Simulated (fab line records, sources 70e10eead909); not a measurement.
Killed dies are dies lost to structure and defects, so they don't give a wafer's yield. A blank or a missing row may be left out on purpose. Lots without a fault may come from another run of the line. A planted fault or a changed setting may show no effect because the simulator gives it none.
Chamber matching | flow nand_harc | NHARC_A_CHANNEL_HOLE_D2_DEP_01 on pecvd-02: 3 sister chambers
The step deposits SiON, target thk 140 nm. 6 wafers are shown with their chamber, then 10 later ones without.

WAFERS WITH THEIR CHAMBER
wafer  | chamber | heater_power_w (W)
L078.2 | 0       | 740
L078.4 | 0       | 728
L078.5 | 1       | 972
L078.6 | 2       | 601
L082.1 | 1       | 1008
L082.4 | 2       | 594

WAFERS WITHOUT THEIR CHAMBER
wafer  | heater_power_w (W)
L082.6 | 1041
L084.2 | 750
L084.3 | 955
L084.5 | 987
L088.4 | 945
L088.5 | 597
L088.6 | 725
L089.1 | 643
L089.3 | 584
L089.6 | 588

WHICH CHAMBER EACH WENT THROUGH
wafer  | from the rows above | in truth
L082.6 | 1                   | 1
L084.2 | 0                   | 0
L084.3 | 1                   | 1
L084.5 | 1                   | 1
L088.4 | 1                   | 1
L088.5 | 2                   | 2
L088.6 | 0                   | 0
L089.1 | 2                   | 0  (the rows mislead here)
L089.3 | 2                   | 2
L089.6 | 2                   | 2
Placed correctly: 9 of 10. Can't be placed from these rows: 0. Placed wrongly: 1.
How it was worked out, from the rows above alone: a wafer's distance from a chamber is the root of the sum, over the readings, of the square of ((its reading less the chamber's mean) divided by the reading's scatter). The wafer belongs to the nearest chamber; if the next one is less than 2 further off, it can't be placed. A chamber's mean is the mean of its shown wafers. The scatter: the root of (the sum of the squares of (reading less its chamber's mean) over the shown wafers, divided by (wafers less chambers)).
